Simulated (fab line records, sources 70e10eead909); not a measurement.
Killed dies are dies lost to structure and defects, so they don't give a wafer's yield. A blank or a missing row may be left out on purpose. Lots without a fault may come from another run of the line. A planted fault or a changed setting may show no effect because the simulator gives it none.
Which tool did it? | flow nand_harc | 23 lots, 69 wafers sampled, at 6 steps of a route of 1159

WHAT THE GAUGES READ, wafer by wafer
The record holds no reading of a measuring or inspecting step that can be judged against a usual standard deviation.

WHICH TOOL RAN EACH LOT (tool, then ch and the chambers of the sampled wafers, then the start)
lot  | NHARC_A_STAIRCASE_DESCUM_291       | NHARC_A_STAIRCASE_DEP_301       | NHARC_A_SGD_CUT_ETCH_15                       | NHARC_A_SGD_CUT_CMP_21        | NHARC_A_SGD_CUT_ETCHBACK_24        | NHARC_A_SGD_CUT_STRIP_28
L074 | rie_diel-01 ch 0,1, day 11 12:40   | pecvd-02 ch 0,1, day 11 18:51   | rie_diel-13 ch 0,1,2, day 14 01:53 or earlier | cmp-01 ch 0,1,2, day 14 01:53 | rie_diel-10 ch 2,3, day 14 02:21   | rie_diel-10 ch 0,1, no start
L076 | rie_diel-11 ch 0,2, day 11 17:01   | pecvd-01 ch 0,2, day 11 21:50   | rie_diel-10 ch 0,1, day 14 07:13 or earlier   | cmp-01 ch 1,2, day 14 07:13   | rie_diel-10 ch 0,1, day 14 07:42   | rie_diel-10 ch 0,2,3, no start
L075 | rie_diel-11 ch 0,2,3, day 11 17:23 | pecvd-03 ch 0,1,2, day 11 22:45 | rie_diel-09 ch 2,3, day 14 07:13 or earlier   | cmp-03 ch 1,2,3, day 14 07:13 | rie_diel-13 ch 1,3, day 14 07:43   | rie_diel-13 ch 0,1, no start
L078 | rie_diel-11 ch 1,2, day 12 00:39   | pecvd-01 ch 0,1, day 12 04:47   | rie_diel-10 ch 1,2, day 14 15:49 or earlier   | cmp-01 ch 1,2, day 14 15:49   | rie_diel-09 ch 0,1, day 14 16:18   | rie_diel-09 ch 1,2,3, no start
L077 | rie_diel-06 ch 1,3, day 12 02:04   | pecvd-03 ch 0,2, day 12 07:04   | rie_diel-13 ch 0,1,3, day 14 15:49 or earlier | cmp-03 ch 1,2,3, day 14 15:49 | rie_diel-13 ch 0,2,3, day 14 16:19 | rie_diel-13 ch 1,2, no start
L080 | rie_diel-11 ch 0,2,3, day 12 19:49 | pecvd-01 ch 0,2, day 13 00:04   | rie_diel-13 ch 0,2, day 15 03:51 or earlier   | cmp-03 ch 0,1,3, day 15 03:51 | rie_diel-09 ch 0,1, day 15 04:20   | rie_diel-09 ch 0,3, no start
L079 | rie_diel-06 ch 0,1,3, day 12 21:10 | pecvd-02 ch 1,2, day 13 01:56   | rie_diel-09 ch 1,2,3, day 15 03:51 or earlier | cmp-01 ch 0,2,3, day 15 03:51 | rie_diel-13 ch 0,2,3, day 15 04:21 | rie_diel-13 ch 1,2, no start
L083 | rie_diel-01 ch 0,1,3, day 13 08:24 | pecvd-01 ch 0,2, day 13 17:09   | rie_diel-13 ch 0,1,2, day 16 03:22 or earlier | cmp-03 ch 1,2,3, day 16 03:22 | rie_diel-10 ch 0,2,3, day 16 03:50 | rie_diel-10 ch 0,1,2, no start
L082 | rie_diel-06 ch 2,3, day 13 10:22   | pecvd-03 ch 0,1,2, day 13 20:29 | rie_diel-09 ch 0,3, day 16 03:23 or earlier   | cmp-02 ch 0,1,2, day 16 03:23 | rie_diel-09 ch 0,1,3, day 16 03:50 | rie_diel-09 ch 0,1,3, day 16 04:01
L081 | rie_diel-11 ch 0,1,2, day 13 16:35 | pecvd-02 ch 0,1,2, day 13 22:53 | rie_diel-09 ch 0,2,3, day 16 03:22 or earlier | cmp-01 ch 0,1, day 16 03:22   | rie_diel-13 ch 0,2, day 16 03:51   | rie_diel-13 ch 0,1,2, day 16 04:01
L084 | rie_diel-06 ch 0,1,2, day 14 04:09 | pecvd-01 ch 1,2, day 14 08:26   | rie_diel-13 ch 0,1,2, day 16 16:58 or earlier | cmp-01 ch 1,2,3, day 16 16:58 | rie_diel-09 ch 0,1, day 16 17:25   | rie_diel-09 ch 0,1,3, no start
L085 | rie_diel-11 ch 0,1,2, day 14 05:23 | pecvd-03 ch 0,1,2, day 14 10:15 | rie_diel-09 ch 0,1,3, day 16 16:55 or earlier | cmp-03 ch 0,1,2, day 16 16:55 | rie_diel-10 ch 0,1,2, day 16 17:25 | rie_diel-10 ch 0,1,3, no start
L086 | rie_diel-11 ch 1,2,3, day 14 17:57 | pecvd-01 ch 0,1,2, day 14 23:18 | rie_diel-13 ch 1,2, day 17 04:47 or earlier   | cmp-02 ch 1,2,3, day 17 04:47 | rie_diel-09 ch 1,2, day 17 05:16   | rie_diel-09 ch 1,2, no start
L089 | rie_diel-06 ch 1,3, day 15 06:24   | pecvd-03 ch 1,2, day 15 12:10   | rie_diel-09 ch 0,1,3, day 18 01:07 or earlier | cmp-01 ch 0,1, day 18 01:07   | rie_diel-10 ch 0,2,3, day 18 01:38 | rie_diel-10 ch 0,2,3, no start
L088 | rie_diel-01 ch 0,1, day 15 07:22   | pecvd-02 ch 0,2, day 15 14:01   | rie_diel-10 ch 1,2,3, day 18 00:58 or earlier | cmp-02 ch 2,3, day 18 00:58   | rie_diel-09 ch 0,3, day 18 01:28   | rie_diel-09 ch 0,1, no start
L091 | rie_diel-01 ch 2,3, day 15 11:04   | pecvd-01 ch 0,2, day 15 15:50   | rie_diel-13 ch 0,2, day 18 00:58 or earlier   | cmp-01 ch 0,3, day 18 00:58   | rie_diel-10 ch 0,2, day 18 01:27   | rie_diel-10 ch 1,2,3, no start
L092 | rie_diel-01 ch 0,1,3, day 15 14:43 | pecvd-01 ch 0,1,2, day 15 20:28 | rie_diel-09 ch 1,2,3, day 18 01:09 or earlier | cmp-02 ch 0,1,3, day 18 01:09 | rie_diel-09 ch 0,2,3, day 18 01:37 | rie_diel-09 ch 0,2,3, no start
L090 | rie_diel-11 ch 1,2,3, day 15 14:45 | pecvd-01 ch 0,1, day 15 22:01   | rie_diel-10 ch 0,2,3, day 18 01:00 or earlier | cmp-03 ch 1,2,3, day 18 01:00 | rie_diel-13 ch 0,1,2, day 18 01:31 | rie_diel-13 ch 0,1,2, day 18 01:43
L093 | rie_diel-11 ch 0,2,3, day 15 19:55 | pecvd-03 ch 0,1,2, day 16 00:04 | rie_diel-13 ch 0,1,2, day 18 09:07 or earlier | cmp-02 ch 1,2,3, day 18 09:07 | rie_diel-09 ch 0,1,3, day 18 09:35 | rie_diel-09 ch 0,1,2, no start
L094 | rie_diel-01 ch 0,2, day 16 10:38   | pecvd-02 ch 1,2, day 16 14:50   | rie_diel-09 ch 1,2, day 18 18:08 or earlier   | cmp-03 ch 1,2,3, day 18 18:08 | rie_diel-13 ch 0,1,2, day 18 18:35 | rie_diel-13 ch 0,1,2, day 18 18:46
L097 | rie_diel-01 ch 0,1,3, day 16 20:34 | pecvd-01 ch 0,1,2, day 17 01:31 | rie_diel-13 ch 0,1,2, day 19 05:47 or earlier | cmp-02 ch 0,1,2, day 19 05:47 | rie_diel-10 ch 0,1,3, day 19 06:17 | rie_diel-10 ch 0,2,3, no start
L096 | rie_diel-06 ch 1,2,3, day 16 20:44 | pecvd-02 ch 1,2, day 17 02:32   | rie_diel-10 ch 1,2,3, day 19 05:50 or earlier | cmp-01 ch 0,3, day 19 05:50   | rie_diel-10 ch 0,1,3, day 19 06:23 | rie_diel-10 ch 1,2,3, no start
L095 | rie_diel-06 ch 1,2,3, day 16 21:56 | pecvd-03 ch 0,1,2, day 17 03:23 | rie_diel-10 ch 2,3, day 19 05:50 or earlier   | cmp-03 ch 1,2,3, day 19 05:50 | rie_diel-13 ch 1,2, day 19 06:18   | rie_diel-13 ch 0,2, day 19 06:29
- NHARC_A_STAIRCASE_DESCUM_291: chemistry O2, time 3 s.
- NHARC_A_STAIRCASE_DEP_301: deposits SiON, target thk 30 nm.
- NHARC_A_SGD_CUT_ETCH_15: etches the open film in CH3F/O2, target depth 75 nm, time 64.3 s.
- NHARC_A_SGD_CUT_CMP_21: polishes, target thk 148.19 nm.
- NHARC_A_SGD_CUT_ETCHBACK_24: etches the open film in CH3F/O2, target depth 50 nm, time 92.857 s.
- NHARC_A_SGD_CUT_STRIP_28: strips in O2, time 20 s.

WHAT THE TOOLS THEMSELVES READ (means of the sampled wafers that have a number; where no wafer has one, the mark that the record gives instead)
NHARC_A_STAIRCASE_DESCUM_291. Usual: drypump_motor_current_A 5.8 A, standard deviation 0.39; oes_product_au 1.000 a.u., standard deviation 0.0072; rf_vpp_V 57.9 V, standard deviation 0.93; showerhead_plenum_p_Torr 1.95 Torr, standard deviation 0.089; throttle_valve_pct 11.311 %, standard deviation 0.01.
lot  | tool        | drypump_motor_current_A (A) | oes_product_au (a.u.) | rf_vpp_V (V) | showerhead_plenum_p_Torr (Torr) | throttle_valve_pct (%) | flag
L074 | rie_diel-01 | 6.2                         | 0.995                 | 58.7         | 1.92                            | 11.308                 |
L076 | rie_diel-11 | 5.5                         | 1.007                 | 58.0         | 2.05                            | 11.300                 |
L075 | rie_diel-11 | 5.6                         | 1.005                 | 58.2         | 1.96                            | 11.322                 |
L078 | rie_diel-11 | 6.1                         | 0.999                 | 58.3         | 1.99                            | 11.306                 |
L077 | rie_diel-06 | 5.4                         | 1.000                 | 58.3         | 2.02                            | 11.314                 |
L080 | rie_diel-11 | 5.6                         | 1.010                 | 58.1         | 1.96                            | 11.322                 |
L079 | rie_diel-06 | 5.7                         | 1.000                 | 58.6         | 1.97                            | 11.308                 |
L083 | rie_diel-01 | 6.1                         | 0.998                 | 57.0         | 1.88                            | 11.308                 |
L082 | rie_diel-06 | 5.3                         | 1.004                 | 58.5         | 1.97                            | 11.310                 |
L081 | rie_diel-11 | 5.8                         | 0.997                 | 57.6         | 2.01                            | 11.323                 |
L084 | rie_diel-06 | 5.6                         | 1.000                 | 57.4         | 1.92                            | 11.298                 |
L085 | rie_diel-11 | 5.8                         | 0.996                 | 57.5         | 2.00                            | 11.315                 |
L086 | rie_diel-11 | 5.9                         | 0.991                 | 57.1         | 1.93                            | 11.317                 |
L089 | rie_diel-06 | 5.4                         | 0.996                 | 57.5         | 2.01                            | 11.315                 |
L088 | rie_diel-01 | 6.1                         | 1.007                 | 58.4         | 2.04                            | 11.300                 |
L091 | rie_diel-01 | 5.8                         | 1.002                 | 58.0         | 1.87                            | 11.310                 |
L092 | rie_diel-01 | 6.0                         | 0.997                 | 57.2         | 1.98                            | 11.316                 |
L090 | rie_diel-11 | 5.9                         | 0.999                 | 58.4         | 1.93                            | 11.313                 |
L093 | rie_diel-11 | 5.6                         | 0.995                 | 57.5         | 1.95                            | 11.302                 |
L094 | rie_diel-01 | 6.2                         | 1.007                 | 58.1         | 1.93                            | 11.314                 |
L097 | rie_diel-01 | 6.0                         | 1.000                 | 58.2         | 1.98                            | 11.316                 |
L096 | rie_diel-06 | 5.3                         | 0.998                 | 58.6         | 1.96                            | 11.315                 |
L095 | rie_diel-06 | 5.4                         | 0.994                 | 57.6         | 1.96                            | 11.313                 |

NHARC_A_STAIRCASE_DEP_301. Usual: heater_power_w 718 W, standard deviation 120.
lot  | tool     | heater_power_w (W) | flag
L074 | pecvd-02 | 541                |
L076 | pecvd-01 | 732                |
L075 | pecvd-03 | 724                |
L078 | pecvd-01 | 623                |
L077 | pecvd-03 | 601                |
L080 | pecvd-01 | 717                |
L079 | pecvd-02 | 748                |
L083 | pecvd-01 | 692                |
L082 | pecvd-03 | 715                |
L081 | pecvd-02 | 666                |
L084 | pecvd-01 | 768                |
L085 | pecvd-03 | 736                |
L086 | pecvd-01 | 747                |
L089 | pecvd-03 | 725                |
L088 | pecvd-02 | 725                |
L091 | pecvd-01 | 726                |
L092 | pecvd-01 | 708                |
L090 | pecvd-01 | 653                |
L093 | pecvd-03 | 760                |
L094 | pecvd-02 | 801                |
L097 | pecvd-01 | 752                |
L096 | pecvd-02 | 668                |
L095 | pecvd-03 | 684                |

NHARC_A_SGD_CUT_ETCH_15. Usual: drypump_motor_current_A 5.7 A, standard deviation 0.6; oes_product_au 0.956 a.u., standard deviation 0.02; rf_vpp_V 264.3 V, standard deviation 1.7; showerhead_plenum_p_Torr 2.49 Torr, standard deviation 0.1; throttle_valve_pct 20.663 %, standard deviation 0.0082.
lot  | tool        | drypump_motor_current_A (A) | oes_product_au (a.u.) | rf_vpp_V (V) | showerhead_plenum_p_Torr (Torr) | throttle_valve_pct (%) | flag
L074 | rie_diel-13 | 5.6                         | 0.968                 | 264.8        | 2.50                            | 20.672                 |
L076 | rie_diel-10 | 6.4                         | 0.968                 | 263.1        | 2.46                            | 20.669                 |
L075 | rie_diel-09 | 6.1                         | 0.940                 | 265.3        | 2.51                            | 20.665                 |
L078 | rie_diel-10 | 6.4                         | 0.977                 | 263.5        | 2.46                            | 20.667                 |
L077 | rie_diel-13 | 5.6                         | 0.973                 | 264.6        | 2.53                            | 20.663                 |
L080 | rie_diel-13 | 5.9                         | 0.923                 | 264.1        | 2.43                            | 20.665                 |
L079 | rie_diel-09 | 5.7                         | 0.967                 | 263.0        | 2.43                            | 20.668                 |
L083 | rie_diel-13 | 5.6                         | 0.917                 | 264.5        | 2.50                            | 20.657                 |
L082 | rie_diel-09 | 6.2                         | 0.971                 | 266.5        | 2.59                            | 20.669                 |
L081 | rie_diel-09 | 5.7                         | 0.955                 | 264.4        | 2.51                            | 20.673                 |
L084 | rie_diel-13 | 5.6                         | 0.949                 | 264.7        | 2.50                            | 20.655                 |
L085 | rie_diel-09 | 5.9                         | 0.961                 | 265.0        | 2.50                            | 20.662                 |
L086 | rie_diel-13 | 5.3                         | 0.956                 | 264.7        | 2.57                            | 20.663                 |
L089 | rie_diel-09 | 5.9                         | 0.975                 | 264.2        | 2.50                            | 20.668                 |
L088 | rie_diel-10 | 5.9                         | 0.967                 | 264.0        | 2.49                            | 20.660                 |
L091 | rie_diel-13 | 5.7                         | 0.959                 | 264.2        | 2.48                            | 20.660                 |
L092 | rie_diel-09 | 5.7                         | 0.975                 | 262.4        | 2.43                            | 20.666                 |
L090 | rie_diel-10 | 5.9                         | 0.966                 | 265.0        | 2.55                            | 20.658                 |
L093 | rie_diel-13 | 5.6                         | 0.933                 | 264.3        | 2.50                            | 20.659                 |
L094 | rie_diel-09 | 5.4                         | 0.961                 | 262.9        | 2.34                            | 20.664                 |
L097 | rie_diel-13 | 5.6                         | 0.925                 | 264.4        | 2.50                            | 20.660                 |
L096 | rie_diel-10 | 5.9                         | 0.940                 | 263.9        | 2.49                            | 20.668                 |
L095 | rie_diel-10 | 5.8                         | 0.966                 | 265.6        | 2.56                            | 20.661                 |

NHARC_A_SGD_CUT_CMP_21. Usual: motor_current_A 11.9 A, standard deviation 1.1; retaining_ring_pressure_frac 1.000, standard deviation 0.0047; time_to_endpoint_s 49.3 s, standard deviation 2.4.
lot  | tool   | motor_current_A (A) | retaining_ring_pressure_frac | time_to_endpoint_s (s) | flag
L074 | cmp-01 | 11.5                | 1.004                        | 51.7                   |
L076 | cmp-01 | 12.3                | 1.005                        | 50.7                   |
L075 | cmp-03 | 12.1                | 0.999                        | 52.4                   |
L078 | cmp-01 | 11.8                | 1.002                        | 48.2                   |
L077 | cmp-03 | 12.4                | 1.000                        | 49.7                   |
L080 | cmp-03 | 11.8                | 1.004                        | 52.9                   |
L079 | cmp-01 | 12.0                | 0.997                        | 49.9                   |
L083 | cmp-03 | 12.5                | 1.000                        | 48.9                   |
L082 | cmp-02 | 11.3                | 1.004                        | 50.9                   |
L081 | cmp-01 | 11.5                | 1.000                        | 53.5                   |
L084 | cmp-01 | 12.4                | 1.005                        | 49.9                   |
L085 | cmp-03 | 11.5                | 1.000                        | 49.0                   |
L086 | cmp-02 | 12.5                | 0.999                        | 45.8                   |
L089 | cmp-01 | 11.7                | 0.998                        | 51.2                   |
L088 | cmp-02 | 13.5                | 0.997                        | 48.3                   |
L091 | cmp-01 | 12.7                | 1.001                        | 50.6                   |
L092 | cmp-02 | 11.0                | 0.996                        | 48.2                   |
L090 | cmp-03 | 12.1                | 0.999                        | 49.9                   |
L093 | cmp-02 | 11.9                | 1.000                        | 46.6                   |
L094 | cmp-03 | 12.5                | 0.997                        | 47.8                   |
L097 | cmp-02 | 11.5                | 0.997                        | 46.8                   |
L096 | cmp-01 | 12.8                | 0.997                        | 49.5                   |
L095 | cmp-03 | 12.6                | 1.001                        | 51.6                   |

NHARC_A_SGD_CUT_ETCHBACK_24. Usual: drypump_motor_current_A 5.8 A, standard deviation 0.61; oes_product_au 0.98 a.u., standard deviation 0.033; rf_vpp_V 244.9 V, standard deviation 1.5; showerhead_plenum_p_Torr 2.50 Torr, standard deviation 0.1; throttle_valve_pct 20.663 %, standard deviation 0.0093.
lot  | tool        | drypump_motor_current_A (A) | oes_product_au (a.u.) | rf_vpp_V (V) | showerhead_plenum_p_Torr (Torr) | throttle_valve_pct (%) | flag
L074 | rie_diel-10 | 5.4                         | 0.99                  | 245.5        | 2.52                            | 20.668                 |
L076 | rie_diel-10 | 6.4                         | 0.93                  | 244.5        | 2.46                            | 20.663                 |
L075 | rie_diel-13 | 5.3                         | 1.00                  | 246.2        | 2.60                            | 20.669                 |
L078 | rie_diel-09 | 5.5                         | 1.00                  | 244.1        | 2.42                            | 20.671                 |
L077 | rie_diel-13 | 5.7                         | 0.92                  | 244.8        | 2.51                            | 20.675                 |
L080 | rie_diel-09 | 5.5                         | 0.99                  | 244.7        | 2.50                            | 20.673                 |
L079 | rie_diel-13 | 5.7                         | 0.99                  | 246.0        | 2.51                            | 20.667                 |
L083 | rie_diel-10 | 5.9                         | 1.00                  | 245.5        | 2.56                            | 20.656                 |
L082 | rie_diel-09 | 5.9                         | 0.92                  | 245.2        | 2.50                            | 20.667                 |
L081 | rie_diel-13 | 5.9                         | 1.00                  | 243.7        | 2.43                            | 20.664                 |
L084 | rie_diel-09 | 5.5                         | 0.99                  | 244.9        | 2.50                            | 20.664                 |
L085 | rie_diel-10 | 6.4                         | 1.00                  | 245.4        | 2.53                            | 20.667                 |
L086 | rie_diel-09 | 5.4                         | 0.92                  | 243.0        | 2.34                            | 20.662                 |
L089 | rie_diel-10 | 5.9                         | 1.00                  | 244.8        | 2.55                            | 20.661                 |
L088 | rie_diel-09 | 5.8                         | 1.00                  | 246.1        | 2.58                            | 20.665                 |
L091 | rie_diel-10 | 6.4                         | 1.01                  | 245.9        | 2.60                            | 20.668                 |
L092 | rie_diel-09 | 5.7                         | 0.93                  | 244.5        | 2.51                            | 20.661                 |
L090 | rie_diel-13 | 5.6                         | 0.98                  | 244.9        | 2.50                            | 20.661                 |
L093 | rie_diel-09 | 5.9                         | 0.99                  | 244.4        | 2.50                            | 20.662                 |
L094 | rie_diel-13 | 5.6                         | 0.99                  | 245.4        | 2.50                            | 20.658                 |
L097 | rie_diel-10 | 5.9                         | 0.99                  | 244.7        | 2.48                            | 20.669                 |
L096 | rie_diel-10 | 5.9                         | 0.92                  | 244.6        | 2.48                            | 20.660                 |
L095 | rie_diel-13 | 5.2                         | 0.99                  | 245.9        | 2.57                            | 20.664                 |

NHARC_A_SGD_CUT_STRIP_28. Usual: drypump_motor_current_A 5.8 A, standard deviation 0.61; oes_product_au 0.998 a.u., standard deviation 0.0089; rf_vpp_V 57.9 V, standard deviation 0.89; showerhead_plenum_p_Torr 3.59 Torr, standard deviation 0.14; throttle_valve_pct 17.035 %, standard deviation 0.0078.
lot  | tool        | drypump_motor_current_A (A) | oes_product_au (a.u.) | rf_vpp_V (V) | showerhead_plenum_p_Torr (Torr) | throttle_valve_pct (%) | flag
L074 | rie_diel-10 | 6.5                         | 0.993                 | 57.9         | 3.62                            | 17.036                 |
L076 | rie_diel-10 | 5.9                         | 0.996                 | 58.0         | 3.66                            | 17.031                 |
L075 | rie_diel-13 | 5.5                         | 0.991                 | 57.1         | 3.61                            | 17.037                 |
L078 | rie_diel-09 | 5.8                         | 1.007                 | 58.6         | 3.49                            | 17.035                 |
L077 | rie_diel-13 | 5.3                         | 0.988                 | 58.0         | 3.69                            | 17.035                 |
L080 | rie_diel-09 | 5.8                         | 1.005                 | 58.4         | 3.70                            | 17.031                 |
L079 | rie_diel-13 | 5.4                         | 0.988                 | 58.0         | 3.66                            | 17.034                 |
L083 | rie_diel-10 | 6.4                         | 1.003                 | 58.8         | 3.62                            | 17.036                 |
L082 | rie_diel-09 | 5.9                         | 1.002                 | 58.3         | 3.59                            | 17.038                 |
L081 | rie_diel-13 | 5.6                         | 0.993                 | 57.7         | 3.59                            | 17.033                 |
L084 | rie_diel-09 | 5.9                         | 0.996                 | 57.9         | 3.59                            | 17.041                 |
L085 | rie_diel-10 | 5.9                         | 1.009                 | 57.3         | 3.56                            | 17.034                 |
L086 | rie_diel-09 | 5.4                         | 1.003                 | 57.8         | 3.37                            | 17.041                 |
L089 | rie_diel-10 | 5.9                         | 1.002                 | 58.3         | 3.66                            | 17.040                 |
L088 | rie_diel-09 | 5.5                         | 0.998                 | 58.2         | 3.48                            | 17.030                 |
L091 | rie_diel-10 | 5.9                         | 1.006                 | 58.3         | 3.57                            | 17.039                 |
L092 | rie_diel-09 | 5.7                         | 1.009                 | 57.8         | 3.60                            | 17.033                 |
L090 | rie_diel-13 | 5.6                         | 0.994                 | 57.8         | 3.58                            | 17.035                 |
L093 | rie_diel-09 | 5.4                         | 0.996                 | 57.9         | 3.48                            | 17.029                 |
L094 | rie_diel-13 | 5.6                         | 0.986                 | 57.5         | 3.58                            | 17.043                 |
L097 | rie_diel-10 | 5.9                         | 0.997                 | 58.3         | 3.66                            | 17.036                 |
L096 | rie_diel-10 | 5.9                         | 1.007                 | 57.7         | 3.57                            | 17.037                 |
L095 | rie_diel-13 | 5.9                         | 0.988                 | 57.9         | 3.48                            | 17.039                 |

THE ANSWER, worked out from the rows above alone
Rule: a lot is off if the mean of its wafers that have a number lies more than 3 standard deviations from the usual mean. A lot without any number at a reading at which 4 lots or more have one is off too. The other lots that the step has rows for count as sound. The gauges are gone through in route order, then the tools' own readings, and for those a lot's mean is taken as printed above. The first step at which some lot is off is used, and at that step the reading that is off furthest; a lot without a number counts as furthest.
No lot is off at any reading shown: from this, nothing can be told.

WHAT THE SIMULATOR HAD PUT IN
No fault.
